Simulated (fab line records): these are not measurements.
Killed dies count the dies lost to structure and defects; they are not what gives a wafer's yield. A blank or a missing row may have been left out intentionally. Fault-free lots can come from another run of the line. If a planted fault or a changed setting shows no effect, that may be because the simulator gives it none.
Chamber matching    flow n5_finfet    N5_BEOL_M11_DESCUM_16 on rie_diel-01 has 4 sister chambers
The step chemistry O2, time 7.9 s. 7 wafers are shown with their chamber, then 7 later ones without.

== WAFERS PAIRED WITH THEIR CHAMBERS ==
wafer   chamber  showerhead_plenum_p_Torr (Torr)  drypump_motor_current_A (A)
L078.2  0        2.01                             5.43
L081.5  3        2.12                             5.15
L082.1  2        2.14                             5.74
L082.2  1        2.15                             5.44
L082.6  3        2.12                             5.15
L086.1  0        2.00                             5.45
L086.2  2        2.14                             5.73

== WAFERS WHOSE CHAMBER IS MISSING ==
wafer   showerhead_plenum_p_Torr (Torr)  drypump_motor_current_A (A)
L086.4  2.12                             5.17
L092.2  2.14                             5.74
L092.4  2.11                             5.18
L092.6  2.00                             5.42
L096.1  1.99                             5.40
L096.4  2.13                             5.73
L096.6  2.13                             5.72

== WHICH CHAMBER EACH ONE RAN IN ==
wafer   from the rows above  in truth
L086.4  3                    3
L092.2  2                    2
L092.4  3                    3
L092.6  0                    0
L096.1  0                    0
L096.4  2                    2
L096.6  2                    2
Correct placement for 7 of the 7. Left unplaced by these rows: 0. Number placed wrongly: 0.
How it was worked out, from the rows above alone: a wafer's distance from a chamber is the root of the sum, over the readings, of the square of ((its reading less the chamber's mean) divided by the reading's scatter). If the next closest chamber is less than 2 further off than the closest, the wafer can't be placed; otherwise it belongs to the closest. Each chamber's mean is taken over the wafers shown for it. The scatter: take each reading less its chamber's mean, square it, sum over the shown wafers, divide by the number of wafers less the number of chambers, and take the root.
